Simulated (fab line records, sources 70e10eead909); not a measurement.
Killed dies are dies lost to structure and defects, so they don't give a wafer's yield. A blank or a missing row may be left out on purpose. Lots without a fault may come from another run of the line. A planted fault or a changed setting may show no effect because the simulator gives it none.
fab line records | flow nand_harc
record lots=5 wafers=15 last_day=31
route steps=1302 shown P_M0@268 P_M1@285
lots that met no fault: from a run of the same line without faults
start_h: hours from the record's first day to the start of the lot's first wafer shown | wait_h: hours since the lot's step before | " the same as in the row above | L1.1+2: a row that stands for several wafers | - no value, or no start given | * or withheld: withheld | < > ~ a bound
route shown NAME@n: a module of which the file shows steps, and the number in the route of the first | usual: mean/standard deviation of fault-free wafers | same: alike in all rows | chamber/n: place in a boat | sites: the reading at each site | _std_site: their standard deviation | _edge_site: outer sites' mean less inner sites' | radius_mm: how far each site lies from the wafer's centre | mask NAME#n: copy n | behind: the tool/chamber that last shaped the wafer | hold: why the lot was held/for how many hours/how that ended | device: the transistor (n, p or np) that didn't switch | end of line: the same wafers' tests at the end of the route | a step without rows: its recipe alone | killed: dies lost to structure and defects at the first sort, not the wafer's yield | map: a wafer's dies, x killed, . not, _ none there
set.NAME: the setting as run; set.NAME@STEP: as run at that earlier step | model.NAME: the simulator's own value behind a step, which no gauge read
lots at some steps of the route; a table a step, a row a wafer
services: from which hour (start_h, from the record's first day; less than 0 if before it) a tool's chamber was out of use, for how many hours, and why
## steps
# step NHARC_P_M0_ETCH_15
# recipe target_depth_a=1500 overetch_a=150 time_s=82.5 c4f8_flow_sccm=withheld ar_flow_sccm=400 rf_w=600 bias_w=300 chemistry=C4F8/Ar
# usual bias_w=299.9/0.83 oes_product_au=0.954/0.02 rf_vpp_V=441.6/2.9
# columns lot.wafer tool chamber start_h wait_h bias_w oes_product_au rf_hours_counter_h rf_vpp_V
L080.2 rie_diel-08 3 179.12 0.1 300.5 0.941 25 443.7
L080.4 " 2 " " 300.0 0.948 - 443.4
L080.6 " 2 " " 299.6 0.953 - 444.2
L081.2 rie_diel-01 2 - - 299.7 0.984 53 436.8
L081.6 " 3 " " 299.5 0.969 - 437.0
L081.5 " 0 " " 300.8 0.968 - 441.1
L083.3 rie_diel-09 3 - - 299.9 0.964 22 442.3
L083.2 " 1 " " 299.8 0.968 21 441.6
L083.5 " 3 " " 299.7 0.969 - 440.6
L091.1 rie_diel-01 0 - - 300.3 0.958 29 440.0
L091.2 " 1 " " 299.7 0.983 25 440.8
L091.5 " 3 " " 300.0 0.951 - 438.5
L093.1 rie_diel-01 3 - - 300.3 0.968 32 437.9
L093.3 " 0 " " 300.7 0.977 31 439.5
L093.4 " 1 " " 301.9 0.979 28 440.2
# step NHARC_P_M0_CD_MEAS_16
# usual cd_nm=89.9/0.61
# columns lot.wafer tool chamber start_h wait_h cd_nm
L080.2 cd_sem-01 - 179.28 0.1 90.1
L080.4 " - " " 89.8
L080.6 " - " " 89.9
L081.2 cd_sem-01 - 198.27 - 90.1
L081.5 " - " " 90.3
L081.6 " - " " 90.4
L083.2 cd_sem-01 - 212.40 - 89.9
L083.3 " - " " 89.7
L083.5 " - " " 89.6
L091.1 cd_sem-01 - 297.63 - 89.4
L091.2 " - " " 89.7
L091.5 " - " " 89.4
L093.1 cd_sem-03 - 307.59 - 90.2
L093.3 " - " " 90.5
L093.4 " - " " 89.5
# step NHARC_P_M0_STRIP_18
# recipe power_w=1000 n2_flow_sccm=150 h2_flow_sccm=150 ar_flow_sccm=0 bias_w=0 chemistry=N2/H2
# usual drypump_motor_current_A=5.8/0.44 oes_product_au=1.003/0.008 rf_vpp_V=90.7/0.94 showerhead_plenum_p_Torr=2.05/0.094 throttle_valve_pct=14.170/0.0097
# same bias_w=0
# columns lot.wafer tool chamber start_h wait_h drypump_motor_current_A oes_product_au rf_hours_counter_h rf_vpp_V showerhead_plenum_p_Torr throttle_valve_pct
L080.4 rie_diel-01 0 179.38 0.1 5.4 1.020 51 91.1 2.03 14.167
L080.2 " 2 " " 5.8 1.003 47 89.7 1.88 14.168
L080.6 " 3 " " 5.8 1.005 - 90.8 1.95 14.173
L081.2 rie_diel-09 1 198.44 0.2 4.7 0.991 15 91.3 2.08 14.170
L081.6 " 1 " " 4.7 0.996 - 91.4 2.08 14.163
L081.5 " 0 " " 6.0 1.003 - 89.9 1.93 14.163
L083.2 rie_diel-08 1 212.50 0.1 6.1 1.007 2 90.3 1.97 14.168
L083.3 " 3 " " 5.8 1.005 2 91.8 2.15 14.165
L083.5 " 1 " " 6.1 1.009 - 90.9 1.97 14.165
L091.2 rie_diel-01 2 297.76 0.1 5.8 0.988 25 91.0 2.21 14.161
L091.1 " 3 " " 5.8 0.989 29 89.9 1.94 14.160
L091.5 " 1 " " 5.5 0.990 - 89.2 2.05 14.174
L093.4 rie_diel-09 1 307.69 0.1 4.7 0.995 49 90.0 2.07 14.179
L093.1 " 2 " " 6.1 1.002 39 88.7 1.88 14.177
L093.3 " 3 " " 6.5 1.006 48 91.3 2.06 14.155
# step NHARC_P_M0_STRIP_19
# recipe time_s=600 temp_c=30 chemistry=post_etch_residue_remover
# columns lot.wafer tool chamber start_h wait_h
L080.6+2+4 wet_bench-06 3,5,7 179.63 -
L081.5+2+6 wet_bench-09 7,1,3 198.76 -
L083.5+2+3 wet_bench-06 4,5,0 212.76 -
L091.2+5+1 wet_bench-06 3,5,7 297.99 -
L093.4+1+3 wet_bench-04 3,4,0 307.94 -
# step NHARC_P_M0_DEGAS_28
# recipe temp_c=250 time_s=60
# usual heater_power_w=329/21
# columns lot.wafer tool chamber start_h wait_h heater_power_w
L080.2 pvd_sputter-02 - 179.90 - 315
L080.4 " - " " 375
L080.6 " - " " 317
L081.2 pvd_sputter-03 - 199.04 - 342
L081.5 " - " " 291
L081.6 " - " " 348
L083.2 pvd_sputter-01 - 213.03 - 334
L083.3 " - " " 322
L083.5 " - " " 321
L091.2 pvd_sputter-02 - 298.25 - 311
L091.1 " - " " 325
L091.5 " - " " 322
L093.3 pvd_sputter-02 - 308.21 - 360
L093.1 " - " " 318
L093.4 " - " " 317
# step NHARC_P_M0_PRE_CLEAN_29
# recipe time_s=30 temp_c=280 gas=H2/He
# usual heater_power_w=402/25
# columns lot.wafer tool chamber start_h wait_h heater_power_w
L080.2 pvd_sputter-02 - - - 390
L080.4 " - " " 456
L080.6 " - " " 390
L081.2 pvd_sputter-03 - - - 411
L081.5 " - " " 420
L081.6 " - " " 382
L083.2 pvd_sputter-01 - - - 396
L083.3 " - " " 382
L083.5 " - " " 382
L091.2 pvd_sputter-02 - - - 399
L091.1 " - " " 450
L091.5 " - " " 443
L093.3 pvd_sputter-02 - - - 441
L093.4 " - " " 394
L093.1 " - " " 390
# step NHARC_P_M0_PVD_20
# recipe target_thk_a=50 bias_v=168.6 power_w=15000 chamber_pressure_pa=0.12 time_s=8.06 substrate_temp_c=50 material=TaN
# usual chamber_pressure_pa=0.11999/0.00025 throttle_valve_pct=29.9/0.81
# columns lot.wafer tool chamber start_h wait_h chamber_pressure_pa throttle_valve_pct
L080.2 pvd_sputter-02 - - - 0.11987 29.8
L080.4 " - " " 0.11997 30.4
L080.6 " - " " 0.11997 29.3
L081.2 pvd_sputter-03 - - - 0.12008 28.4
L081.5 " - " " 0.12009 28.8
L081.6 " - " " 0.12003 30.6
L083.3 pvd_sputter-01 - - - 0.12015 31.4
L083.2 " - " " 0.11985 29.7
L083.5 " - " " 0.12014 31.2
L091.1 pvd_sputter-02 - - - 0.11989 28.6
L091.2 " - " " 0.12023 30.1
L091.5 " - " " 0.11959 30.2
L093.3 pvd_sputter-02 - - - 0.12048 28.5
L093.1 " - " " 0.12012 29.1
L093.4 " - " " 0.12027 30.2
# step NHARC_P_M0_PVD_21
# recipe target_thk_a=300 chamber_pressure_pa=5 power_w=5000 substrate_temp_c=30 time_s=20.49 material=Cu
# usual chamber_pressure_pa=5.000/0.0096 throttle_valve_pct=30.0/0.77
# columns lot.wafer tool chamber start_h wait_h chamber_pressure_pa throttle_valve_pct
L080.4 pvd_sputter-02 - - - 4.995 29.3
L080.2 " - " " 5.002 29.4
L080.6 " - " " 5.016 29.9
L081.2 pvd_sputter-03 - - - 5.010 31.0
L081.6 " - " " 4.993 31.3
L081.5 " - " " 5.005 28.4
L083.2 pvd_sputter-01 - - - 5.003 30.0
L083.3 " - " " 4.987 29.9
L083.5 " - " " 5.027 31.0
L091.2 pvd_sputter-02 - - - 4.989 30.2
L091.1 " - " " 5.007 29.0
L091.5 " - " " 5.005 30.1
L093.4 pvd_sputter-02 - - - 5.001 30.1
L093.3 " - " " 5.010 28.9
L093.1 " - " " 4.986 30.2
# step NHARC_P_M0_ECD_22
# recipe target_thk_a=4000 bath_temp_c=25 material=Cu
# columns lot.wafer tool chamber start_h wait_h
L080.2+4+6 ecd_cu-01 0,0,1 180.26 -
L081.2+6+5 ecd_cu-02 0,1,0 199.44 -
L083.2+3+5 ecd_cu-01 1,0,0 213.38 -
L091.2+1+5 ecd_cu-01 0,1,1 298.61 -
L093.1+3+4 ecd_cu-01 0,1,0 308.62 -
# step NHARC_P_M0_ANNEAL_30
# recipe temp_c=225 time_s=90
# usual wafer_temp_C_max=226.6/0.42
# columns lot.wafer tool chamber start_h wait_h wafer_temp_C_max
L080.2 rtp_anneal-02 0 180.68 0.4 226.3
L080.4 " 0 " " 226.5
L080.6 " 0 " " 226.2
L081.2 rtp_anneal-01 0 199.82 0.3 226.3
L081.5 " 0 " " 226.8
L081.6 " 0 " " 226.9
L083.2 rtp_anneal-02 0 213.84 0.4 226.2
L083.3 " 0 " " 226.6
L083.5 " 0 " " 226.1
L091.1 rtp_anneal-02 0 298.99 - 226.2
L091.2 " 0 " " 226.3
L091.5 " 0 " " 227.2
L093.1 rtp_anneal-01 0 308.97 - 226.5
L093.3 " 0 " " 226.7
L093.4 " 0 " " 227.2
# step NHARC_P_M0_CMP_23
# recipe t_overpolish_s=20 target_thk_nm=117.54
# usual motor_current_A=12.7/1.1 time_to_endpoint_s=29.4/2
# columns lot.wafer tool chamber start_h wait_h motor_current_A time_to_endpoint_s
L080.4 cmp-04 0 181.03 - 12.8 26.2
L080.2 " 1 " " 12.7 26.4
L080.6 " 3 " " 11.9 27.9
L081.2 cmp-02 1 200.12 - 13.5 29.4
L081.6 " 1 " " 12.5 26.5
L081.5 " 2 " " 13.5 28.1
L083.3 cmp-02 1 214.19 - 12.3 26.6
L083.2 " 2 " " 13.2 25.9
L083.5 " 3 " " 11.1 28.0
L091.2 cmp-04 0 299.36 - 13.4 27.9
L091.1 " 2 " " 14.7 28.9
L091.5 " 3 " " 13.2 28.3
L093.4 cmp-04 3 309.31 - 13.3 29.4
L093.1 " 0 " " 13.0 30.8
L093.3 " 1 " " 13.8 30.4
# step NHARC_P_M0_THK_MEAS_24
# recipe thk_meas_gauge=xrf
# usual thk_nm=118.0/1.3
# columns lot.wafer tool chamber start_h wait_h thk_nm
L080.2 film_metro-02 - 181.29 - 118.6
L080.4 " - " " 116.3
L080.6 " - " " 117.5
L081.2 film_metro-01 - 200.43 - 118.4
L081.5 " - " " 118.6
L081.6 " - " " 118.3
L083.2 film_metro-02 - 214.45 - 117.3
L083.3 " - " " 117.1
L083.5 " - " " 117.6
L091.1 film_metro-01 - 299.65 - 118.6
L091.2 " - " " 117.9
L091.5 " - " " 117.8
L093.1 film_metro-02 - 309.62 - 118.9
L093.3 " - " " 117.5
L093.4 " - " " 116.5
# step NHARC_P_M0_SRD_25
# columns lot.wafer tool chamber start_h wait_h
L080.6+2+4 wet_bench-08 4,5,1 181.33 0.0
L081.5+6+2 wet_bench-08 0,1,2 200.48 0.0
L083.3+2+5 wet_bench-08 2,4,6 214.49 0.0
L091.2+5+1 wet_bench-10 5,6,2 299.69 0.0
L093.4+1+3 wet_bench-08 3,4,5 309.67 0.0
# step NHARC_P_M0_INSPECT_27
# usual raw_defect_count=326/140
# columns lot.wafer tool chamber start_h wait_h raw_defect_count
L080.2 defect_inspect-02 - 181.45 0.0 274
L080.4 " - " " 284
L080.6 " - " " 169
L081.2 defect_inspect-01 - 200.59 0.0 311
L081.5 " - " " 193
L081.6 " - " " 632
L083.2 defect_inspect-02 - 214.61 0.0 249
L083.3 " - " " 206
L083.5 " - " " 192
L091.1 defect_inspect-01 - 299.80 0.0 404
L091.2 " - " " 273
L091.5 " - " " 407
L093.1 defect_inspect-02 - 309.78 0.0 675
L093.3 " - " " 848
L093.4 " - " " 300
# step NHARC_P_M0_PRE_CLEAN_31
# recipe time_s=12 temp_c=370 rf_power_w=300 gas=NH3
# usual heater_power_w=620/67
# columns lot.wafer tool chamber start_h wait_h heater_power_w
L080.2 pecvd-01 0 181.53 0.1 576
L080.4 " 0 " " 574
L080.6 " 1 " " 696
L081.2 pecvd-01 0 200.71 0.1 557
L081.6 " 1 " " 592
L081.5 " 2 " " 552
L083.3 pecvd-03 1 214.67 0.1 635
L083.2 " 0 " " 675
L083.5 " 0 " " 688
L091.1 pecvd-02 0 299.87 0.1 589
L091.2 " 2 " " 536
L091.5 " 1 " " 558
L093.3 pecvd-03 1 309.85 0.1 688
L093.1 " 0 " " 580
L093.4 " 2 " " 693
# step NHARC_P_M0_DEP_32
# recipe target_thk_a=300 temp_c=370 target_thk_nm=30 pressure_torr=3 flow_sccm=200 rf_w=450 material=SiCN
# usual heater_power_w=572/77 showerhead_vpp_V=1332/50
# columns lot.wafer tool chamber start_h wait_h heater_power_w showerhead_vpp_V
L080.2 pecvd-01 0 181.64 0.1 608 1411
L080.4 " 0 " " 592 1414
L080.6 " 1 " " 677 1297
L081.2 pecvd-01 0 200.85 0.1 554 1395
L081.6 " 1 " " 630 1269
L081.5 " 2 " " 487 1359
L083.3 pecvd-03 1 214.75 0.1 546 1300
L083.2 " 0 " " 615 1309
L083.5 " 0 " " 640 1338
L091.1 pecvd-02 0 299.95 0.1 511 1276
L091.2 " 2 " " 534 1355
L091.5 " 1 " " 500 1263
L093.3 pecvd-03 1 309.92 0.1 595 1263
L093.1 " 0 " " 634 1346
L093.4 " 2 " " 713 1350
# step NHARC_P_M1_DEP_00
# recipe target_thk_a=1825 target_thk_nm=182.5 temp_c=withheld pressure_torr=5 flow_sccm=200 rf_w=600 material=SiOC
# usual showerhead_vpp_V=1525/54
# columns lot.wafer tool chamber start_h wait_h showerhead_vpp_V
L080.2 pecvd-03 2 182.01 - 1566
L080.4 " 2 " " 1578
L080.6 " 0 " " 1504
L081.2 pecvd-01 1 - - 1478
L081.6 " 1 " " 1475
L081.5 " 2 " " 1582
L083.3 pecvd-02 2 215.16 - 1542
L083.2 " 0 " " 1489
L083.5 " 0 " " 1467
L091.1 pecvd-01 2 300.36 - 1600
L091.2 " 0 " " 1627
L091.5 " 2 " " 1593
L093.1 pecvd-02 2 310.38 - 1554
L093.3 " 0 " " 1492
L093.4 " 1 " " 1461
# step NHARC_P_M1_DEHYDRATE_01
# recipe temp_c=150 time_s=120
# usual chill_plate_temp_C=23.02/0.11
# columns lot.wafer tool chamber start_h wait_h chill_plate_temp_C
L080.2 litho_track-01 0 182.41 - 23.05
L080.4 " 0 " " 22.96
L080.6 " 0 " " 23.04
L081.2 litho_track-01 0 201.56 - 22.83
L081.5 " 0 " " 23.02
L081.6 " 0 " " 22.93
L083.2 litho_track-01 0 215.56 - 22.81
L083.3 " 0 " " 22.95
L083.5 " 0 " " 22.97
L091.1 litho_track-01 0 300.77 - 22.94
L091.2 " 0 " " 22.99
L091.5 " 0 " " 23.07
L093.1 litho_track-06 0 310.74 - 22.95
L093.3 " 0 " " 22.90
L093.4 " 0 " " 23.06
# step NHARC_P_M1_HMDS_02
# recipe time_s=30
# usual chill_plate_temp_C=22.98/0.11
# columns lot.wafer tool chamber start_h wait_h chill_plate_temp_C
L080.2 litho_track-01 0 - - 23.04
L080.4 " 0 " " 23.00
L080.6 " 0 " " 22.95
L081.2 litho_track-01 0 - - 22.96
L081.5 " 0 " " 22.97
L081.6 " 0 " " 23.11
L083.2 litho_track-01 0 - - 22.92
L083.3 " 0 " " 22.69
L083.5 " 0 " " 22.96
L091.1 litho_track-01 0 - - 22.93
L091.2 " 0 " " 22.99
L091.5 " 0 " " 23.06
L093.1 litho_track-06 0 - - 22.94
L093.3 " 0 " " 23.14
L093.4 " 0 " " 23.00
# step NHARC_P_M1_COAT_34
# recipe temp_c=200 time_s=65
# usual chill_plate_temp_C=23.00/0.095
# columns lot.wafer tool chamber start_h wait_h chill_plate_temp_C
L080.2 litho_track-01 0 - - 23.06
L080.4 " 0 " " 23.00
L080.6 " 0 " " 23.02
L081.2 litho_track-01 0 - - 22.92
L081.5 " 0 " " 23.00
L081.6 " 0 " " 22.94
L083.2 litho_track-01 0 - - 22.89
L083.3 " 0 " " 23.03
L083.5 " 0 " " 23.10
L091.1 litho_track-01 0 - - 23.09
L091.2 " 0 " " 23.07
L091.5 " 0 " " 23.00
L093.1 litho_track-06 0 - - 22.98
L093.3 " 0 " " 23.23
L093.4 " 0 " " 22.90
# step NHARC_P_M1_COAT_03
# recipe spin_rpm=1500 resist_thk_nm=90
# usual chill_plate_temp_C=22.98/0.096
# columns lot.wafer tool chamber start_h wait_h chill_plate_temp_C
L080.2 litho_track-01 0 - - 23.00
L080.4 " 0 " " 23.19
L080.6 " 0 " " 23.08
L081.2 litho_track-01 0 - - 22.94
L081.5 " 0 " " 22.95
L081.6 " 0 " " 22.96
L083.2 litho_track-01 0 - - 23.14
L083.3 " 0 " " 22.91
L083.5 " 0 " " 22.95
L091.1 litho_track-01 0 - - 23.08
L091.2 " 0 " " 22.96
L091.5 " 0 " " 22.95
L093.1 litho_track-06 0 - - 22.93
L093.3 " 0 " " 23.01
L093.4 " 0 " " 23.15
# step NHARC_P_M1_SOFTBAKE_04
# recipe temp_c=105 time_s=55
# usual chill_plate_temp_C=23.01/0.11
# columns lot.wafer tool chamber start_h wait_h chill_plate_temp_C
L080.2 litho_track-01 0 - - 23.00
L080.4 " 0 " " 22.87
L080.6 " 0 " " 23.06
L081.2 litho_track-01 0 - - 22.81
L081.5 " 0 " " 23.02
L081.6 " 0 " " 22.80
L083.2 litho_track-01 0 - - 22.99
L083.3 " 0 " " 23.01
L083.5 " 0 " " 23.17
L091.1 litho_track-01 0 - - 23.00
L091.2 " 0 " " 23.00
L091.5 " 0 " " 22.79
L093.1 litho_track-06 0 - - 22.94
L093.3 " 0 " " 22.93
L093.4 " 0 " " 23.10
# step NHARC_P_M1_EBR_05
# usual chill_plate_temp_C=22.99/0.1
# columns lot.wafer tool chamber start_h wait_h chill_plate_temp_C
L080.2 litho_track-01 0 - - 23.04
L080.4 " 0 " " 22.90
L080.6 " 0 " " 23.11
L081.2 litho_track-01 0 - - 22.99
L081.5 " 0 " " 22.79
L081.6 " 0 " " 22.95
L083.2 litho_track-01 0 - - 23.26
L083.3 " 0 " " 23.05
L083.5 " 0 " " 23.11
L091.1 litho_track-01 0 - - 22.96
L091.2 " 0 " " 23.01
L091.5 " 0 " " 22.95
L093.1 litho_track-06 0 - - 22.93
L093.3 " 0 " " 22.95
L093.4 " 0 " " 22.91
# step NHARC_P_M1_EXPOSE_06
# recipe na=1.35 target_cd_nm=130 dose_mj=81.88 mask_id=P_M1
# usual focus_offset_nm=0.0/0.53
# columns lot.wafer tool chamber start_h wait_h mask focus_offset_nm
L080.2 arfi_scanner-01 0 182.70 - P_M1#0 0.4
L080.4 " 0 " " P_M1#0 0.4
L080.6 " 0 " " P_M1#0 0.2
L081.2 arfi_scanner-01 0 201.73 - P_M1#0 0.1
L081.5 " 0 " " P_M1#0 -0.3
L081.6 " 0 " " P_M1#0 0.2
L083.2 arfi_scanner-03 0 215.86 - P_M1#0 0.9
L083.3 " 0 " " P_M1#0 1.0
L083.5 " 0 " " P_M1#0 0.3
L091.1 arfi_scanner-01 0 301.05 - P_M1#0 -0.1
L091.2 " 0 " " P_M1#0 0.0
L091.5 " 0 " " P_M1#0 -0.2
L093.1 arfi_scanner-03 0 310.90 - P_M1#0 -0.7
L093.3 " 0 " " P_M1#0 -0.2
L093.4 " 0 " " P_M1#0 -0.5
# step NHARC_P_M1_PEB_07
# recipe peb_temp_c=100 peb_time_s=65
# usual chill_plate_temp_C=23.02/0.11
# columns lot.wafer tool chamber start_h wait_h chill_plate_temp_C
L080.2 litho_track-04 0 182.76 0.1 23.01
L080.4 " 0 " " 23.02
L080.6 " 0 " " 22.93
L081.2 litho_track-06 0 201.78 0.1 23.05
L081.5 " 0 " " 23.05
L081.6 " 0 " " 23.09
L083.2 litho_track-04 0 215.91 0.1 23.04
L083.3 " 0 " " 22.98
L083.5 " 0 " " 22.96
L091.1 litho_track-04 0 301.11 0.1 22.99
L091.2 " 0 " " 22.91
L091.5 " 0 " " 22.93
L093.1 litho_track-01 0 310.96 0.1 23.09
L093.3 " 0 " " 22.98
L093.4 " 0 " " 22.89
# step NHARC_P_M1_DEVELOP_08
# recipe develop_time_s=35 dev_temp_c=23
# usual chill_plate_temp_C=23.01/0.1
# columns lot.wafer tool chamber start_h wait_h chill_plate_temp_C
L080.2 litho_track-04 0 - - 22.89
L080.4 " 0 " " 22.78
L080.6 " 0 " " 23.03
L081.2 litho_track-06 0 - - 22.97
L081.5 " 0 " " 23.13
L081.6 " 0 " " 22.97
L083.2 litho_track-04 0 - - 22.89
L083.3 " 0 " " 22.84
L083.5 " 0 " " 22.98
L091.1 litho_track-04 0 - - 22.90
L091.2 " 0 " " 23.01
L091.5 " 0 " " 22.91
L093.1 litho_track-01 0 - - 23.22
L093.3 " 0 " " 22.97
L093.4 " 0 " " 23.17
# step NHARC_P_M1_CD_MEAS_09
# recipe target_cd_nm=130 landing_energy_ev=500
# usual cd_nm=130.0/0.43
# columns lot.wafer tool chamber start_h wait_h cd_nm
L080.2 cd_sem-02 0 182.84 - 130.0
L080.4 " 0 " " 130.2
L080.6 " 0 " " 130.4
L081.2 cd_sem-01 0 201.86 - 129.1
L081.5 " 0 " " 129.9
L081.6 " 0 " " 130.1
L083.2 cd_sem-02 0 216.00 - 131.0
L083.3 " 0 " " 130.1
L083.5 " 0 " " 129.9
L091.1 cd_sem-03 0 301.19 - 130.3
L091.2 " 0 " " 130.4
L091.5 " 0 " " 130.6
L093.1 cd_sem-02 0 311.04 - 130.1
L093.3 " 0 " " 130.0
L093.4 " 0 " " 130.2
# step NHARC_P_M1_OVL_MEAS_10
# recipe pitch_nm=260
# usual overlay_x_nm=0.1/0.76 overlay_y_nm=-0.1/0.74
# columns lot.wafer tool chamber start_h wait_h overlay_x_nm overlay_y_nm
L080.2 overlay-01 - 182.93 - 0.5 0.7
L080.4 " - " " 0.4 0.4
L080.6 " - " " 0.3 0.7
L081.2 overlay-02 - 201.95 - -0.3 0.5
L081.5 " - " " -1.0 -0.2
L081.6 " - " " -0.9 0.1
L083.2 overlay-02 - 216.08 - -0.1 0.4
L083.3 " - " " 0.0 0.8
L083.5 " - " " -0.4 0.5
L091.1 overlay-01 - 301.28 - 0.8 -1.0
L091.2 " - " " 0.5 -1.5
L091.5 " - " " 0.9 -1.0
L093.1 overlay-01 - 311.13 - 0.0 0.1
L093.3 " - " " -0.8 0.1
L093.4 " - " " -0.1 0.2
# step NHARC_P_M1_INSPECT_11
# usual raw_defect_count=4.2/2.3
# columns lot.wafer tool chamber start_h wait_h raw_defect_count
L080.2 defect_inspect-02 - 182.96 0.0 2
L080.4 " - " " 3
L080.6 " - " " 1
L081.2 defect_inspect-02 - 201.98 0.0 3
L081.5 " - " " 3
L081.6 " - " " 0
L083.2 defect_inspect-01 - 216.12 0.0 3
L083.3 " - " " 2
L083.5 " - " " 5
L091.1 defect_inspect-01 - 301.32 0.0 6
L091.2 " - " " 7
L091.5 " - " " 5
L093.1 defect_inspect-01 - 311.17 0.0 6
L093.3 " - " " 8
L093.4 " - " " 5
# step NHARC_P_M1_DESCUM_14
# recipe time_s=3 o2_flow_sccm=200 ar_flow_sccm=0 bias_power_w=0 chemistry=O2
# usual drypump_motor_current_A=5.7/0.52 oes_product_au=0.999/0.0082 rf_vpp_V=57.7/0.84 showerhead_plenum_p_Torr=1.88/0.095 throttle_valve_pct=11.311/0.0095
# columns lot.wafer tool chamber start_h wait_h drypump_motor_current_A oes_product_au rf_hours_counter_h rf_vpp_V showerhead_plenum_p_Torr throttle_valve_pct
L080.2 rie_diel-05 2 183.03 0.1 5.7 1.005 10 57.2 1.94 11.306
L080.4 " 0 " " 5.0 1.002 10 56.6 2.04 11.299
L080.6 " 2 " " 5.7 1.000 - 59.6 1.94 11.328
L081.2 rie_diel-06 2 202.05 0.1 6.2 1.003 21 59.5 2.05 11.324
L081.6 " 1 " " 6.3 1.010 - 58.2 1.85 11.308
L081.5 " 2 " " 6.2 1.003 - 56.8 2.05 11.297
L083.2 rie_diel-05 3 216.18 0.1 5.8 0.995 13 57.3 1.90 11.319
L083.3 " 0 " " 4.9 1.010 11 58.5 2.04 11.310
L083.5 " 3 " " 5.7 0.999 - 58.1 1.90 11.316
L091.2 rie_diel-10 0 301.40 0.1 6.6 1.006 3 57.2 1.82 11.330
L091.1 " 1 " " 5.2 0.999 3 57.5 1.98 11.313
L091.5 " 2 " " 5.7 0.995 - 57.4 1.79 11.306
L093.3 rie_diel-05 0 311.23 0.1 4.9 0.981 5 59.5 2.04 11.330
L093.4 " 1 " " 5.2 0.992 5 55.8 1.77 11.307
L093.1 " 3 " " 5.8 0.998 6 57.2 1.90 11.311
# step NHARC_P_M1_ETCH_35
# recipe target_depth_a=400 overetch_a=120 time_s=43.94 ion_energy_ev=200 n2_flow_sccm=150 h2_flow_sccm=150 ar_flow_sccm=0 rf_w=400 bias_w=150 chemistry=N2/H2
# usual bias_w=150.0/0.45 drypump_motor_current_A=5.7/0.52 oes_product_au=1.000/0.0081 rf_vpp_V=429.3/3 showerhead_plenum_p_Torr=2.00/0.1 throttle_valve_pct=14.171/0.0086
# columns lot.wafer tool chamber start_h wait_h bias_w drypump_motor_current_A oes_product_au rf_hours_counter_h rf_vpp_V showerhead_plenum_p_Torr throttle_valve_pct
L080.4 rie_diel-05 3 183.11 0.1 150.3 5.8 1.013 11 430.1 2.03 14.170
L080.2 " 1 " " 150.3 5.2 1.010 10 426.7 1.89 14.170
L080.6 " 3 " " 150.6 5.8 0.991 - 430.4 2.03 14.179
L081.2 rie_diel-06 2 202.14 0.1 149.4 6.1 1.004 21 434.7 2.19 14.176
L081.5 " 1 " " 149.1 6.3 1.013 - 429.5 1.97 14.174
L081.6 " 2 " " 149.5 6.1 1.004 - 434.1 2.19 14.168
L083.3 rie_diel-05 3 216.28 0.1 149.3 5.8 0.990 13 429.5 2.02 14.164
L083.2 " 0 " " 149.5 5.0 1.007 12 434.7 2.18 14.181
L083.5 " 2 " " 149.5 5.7 1.009 - 432.1 2.07 14.161
L091.1 rie_diel-10 0 301.47 0.1 150.4 6.6 1.002 3 426.8 1.94 14.187
L091.2 " 2 " " 149.5 5.8 0.999 2 425.3 1.90 14.178
L091.5 " 3 " " 149.4 6.3 1.012 - 425.3 1.90 14.160
L093.3 rie_diel-05 0 311.32 0.1 150.0 4.9 1.000 5 433.3 2.18 14.156
L093.1 " 1 " " 150.4 5.2 1.003 5 425.9 1.88 14.167
L093.4 " 2 " " 149.4 5.7 1.006 5 431.3 2.07 14.178
# step NHARC_P_M1_ETCH_15
# recipe target_depth_a=1825 time_s=91.2 c4f8_flow_sccm=withheld ar_flow_sccm=400 rf_w=600 bias_w=300 chemistry=C4F8/Ar
# usual bias_w=299.9/0.85 oes_product_au=0.952/0.023 rf_vpp_V=439.8/3
# columns lot.wafer tool chamber start_h wait_h bias_w oes_product_au rf_hours_counter_h rf_vpp_V
L080.2 rie_diel-05 3 - - 299.7 0.959 11 439.9
L080.4 " 2 " " 302.2 0.959 10 442.6
L080.6 " 3 " " 300.4 0.952 - 441.1
L081.2 rie_diel-06 1 - - 300.7 0.975 22 438.3
L081.5 " 0 " " 299.9 0.984 - 438.6
L081.6 " 1 " " 299.3 0.977 - 438.6
L083.3 rie_diel-05 2 - - 299.5 0.995 12 440.9
L083.2 " 1 " " 299.6 0.973 12 436.5
L083.5 " 2 " " 299.9 0.982 - 443.1
L091.1 rie_diel-10 3 - - 299.9 0.928 3 436.6
L091.2 " 0 " " 300.3 0.920 3 437.8
L091.5 " 3 " " 299.1 0.918 - 436.7
L093.1 rie_diel-05 3 - - 300.2 0.979 6 439.1
L093.4 " 0 " " 300.8 0.962 5 444.8
L093.3 " 1 " " 299.0 0.965 5 437.2
# step NHARC_P_M1_CD_MEAS_16
# usual cd_nm=129.9/0.55
# columns lot.wafer tool chamber start_h wait_h cd_nm
L080.2 cd_sem-03 - 183.33 - 130.5
L080.4 " - " " 130.5
L080.6 " - " " 131.0
L081.2 cd_sem-03 - 202.35 - 128.7
L081.5 " - " " 130.1
L081.6 " - " " 130.3
L083.2 cd_sem-01 - 216.49 - 131.4
L083.3 " - " " 130.7
L083.5 " - " " 129.6
L091.1 cd_sem-02 - 301.69 - 130.0
L091.2 " - " " 129.8
L091.5 " - " " 129.7
L093.1 cd_sem-03 - 311.53 - 129.9
L093.3 " - " " 130.1
L093.4 " - " " 130.0
## services
# columns tool chamber start_h hours kind
pecvd-01 - 157.65 0.9 repair
pvd_sputter-01 - 159.21 14.6 repair
pvd_sputter-03 - 159.56 3.2 repair
ecd_cu-01 - 160.45 8.0 pm
pvd_sputter-01 - 178.68 1.8 repair
litho_track-06 - 179.00 7.0 pm
rie_diel-01 0 184.62 5.9 repair
pecvd-03 - 185.13 13.0 pm
litho_track-04 - 203.00 7.0 pm
rie_diel-01 - 207.04 9.0 pm
ecd_cu-01 - 207.42 2.2 repair
rie_diel-05 1 217.61 2.8 repair
rie_diel-01 - 220.11 1.7 repair
pvd_sputter-01 - 226.00 10.0 pm
pecvd-02 - 227.19 13.0 pm
rie_diel-05 - 229.66 9.0 pm
rie_diel-01 - 237.82 0.8 repair
rie_diel-05 - 240.70 0.8 repair
ecd_cu-01 - 257.10 1.0 repair
pvd_sputter-03 - 264.44 3.5 repair
pecvd-03 1 275.86 7.8 repair
pvd_sputter-02 - 282.96 10.0 pm
wet_bench-08 - 296.41 8.0 pm
pecvd-01 - 311.36 13.0 pm
## key
fault none
